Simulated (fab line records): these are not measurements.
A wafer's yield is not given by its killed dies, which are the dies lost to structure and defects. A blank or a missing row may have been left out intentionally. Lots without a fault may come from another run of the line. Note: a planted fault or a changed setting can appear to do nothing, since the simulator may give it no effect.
Chamber matching    flow n5_finfet    4 sister chambers for N5_BEOL_M13_ETCH_59 on rie_diel-05
The step etches BARC in N2/H2, target depth 89 nm, overetch 26.7 nm, time 67.9 s. 4 wafers are shown with their chamber, then 11 later ones without.

== WAFERS, EACH WITH ITS CHAMBER ==
wafer   chamber  throttle_valve_pct (%)
L085.5  2        17.82
L087.2  3        17.51
L087.5  1        17.79
L088.1  0        18.33

== WAFERS WITH NO CHAMBER GIVEN ==
wafer   throttle_valve_pct (%)
L088.4  17.82
L088.5  17.51
L091.3  17.51
L091.4  18.29
L091.6  18.31
L090.1  17.51
L090.3  17.82
L090.5  18.34
L095.2  18.32
L095.4  17.85
L095.6  17.85

== CHAMBER TAKEN BY EACH ==
wafer   from the rows above      in truth
L088.4  can't be placed: 2 or 1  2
L088.5  3                        3
L091.3  3                        3
L091.4  0                        0
L091.6  0                        0
L090.1  3                        3
L090.3  can't be placed: 2 or 1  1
L090.5  0                        0
L095.2  0                        0
L095.4  can't be placed: 2 or 1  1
L095.6  can't be placed: 2 or 1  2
7 of 11 placed correctly. Unplaceable from these rows: 4, with the true chamber sitting among the candidates in 4. Number placed wrongly: 0.
How it was worked out, from the rows above alone: a wafer's distance from a chamber is the root of the sum, over the readings, of the square of ((its reading less the chamber's mean) divided by the reading's scatter). If the next closest chamber is less than 2 further off than the closest, the wafer can't be placed; otherwise it belongs to the closest. The mean given for a chamber averages the wafers shown for that chamber. The scatter: with one shown wafer a chamber, the root of the mean of the squares of how far each hidden wafer lies from its nearest shown one.
